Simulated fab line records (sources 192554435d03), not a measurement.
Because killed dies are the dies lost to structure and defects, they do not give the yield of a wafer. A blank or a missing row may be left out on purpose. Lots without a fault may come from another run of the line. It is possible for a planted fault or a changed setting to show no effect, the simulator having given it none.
Chamber matching | flow n5-finfet | pecvd-02 running N5_BEOL_M13_ILD_DEP_00: 3 sister chambers
The step deposits SiOC from DEMS/O2, target thk 837.92 nm, time 166.4 s. 3 wafers are shown with their chamber, then 7 later ones without.

WAFERS PAIRED WITH THEIR CHAMBERS
wafer  | chamber | heater-power-w (W)
L085.6 | 1       | 539
L090.2 | 2       | 663
L090.4 | 0       | 402

WAFERS MISSING THEIR CHAMBER
wafer  | heater-power-w (W)
L090.5 | 575
L097.1 | 678
L097.2 | 483
L097.6 | 402
L079.1 | 450
L079.2 | 509
L079.6 | 413

EACH ONE'S CHAMBER
wafer  | from the rows above     | in truth
L090.5 | can't be placed: 1 or 2 | 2
L097.1 | 2                       | 2
L097.2 | can't be placed: 1 or 0 | 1
L097.6 | 0                       | 0
L079.1 | can't be placed: 0 or 1 | 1
L079.2 | 1                       | 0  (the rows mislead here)
L079.6 | 0                       | 0
3 of 7 placed correctly. Cannot be placed on the basis of these rows: 3; the candidates contain the true chamber in 3. Placed wrongly: 1.
How it was worked out, from the rows above alone: a wafer's distance from a chamber is the root of the sum, over the readings, of the square of ((its reading less the chamber's mean) divided by the reading's scatter). The wafer belongs to the nearest chamber; if the next one is less than 2 further off, it can't be placed. A chamber's mean is the mean of its shown wafers. The scatter: with one shown wafer a chamber, the root of the mean of the squares of how far each hidden wafer lies from its nearest shown one.
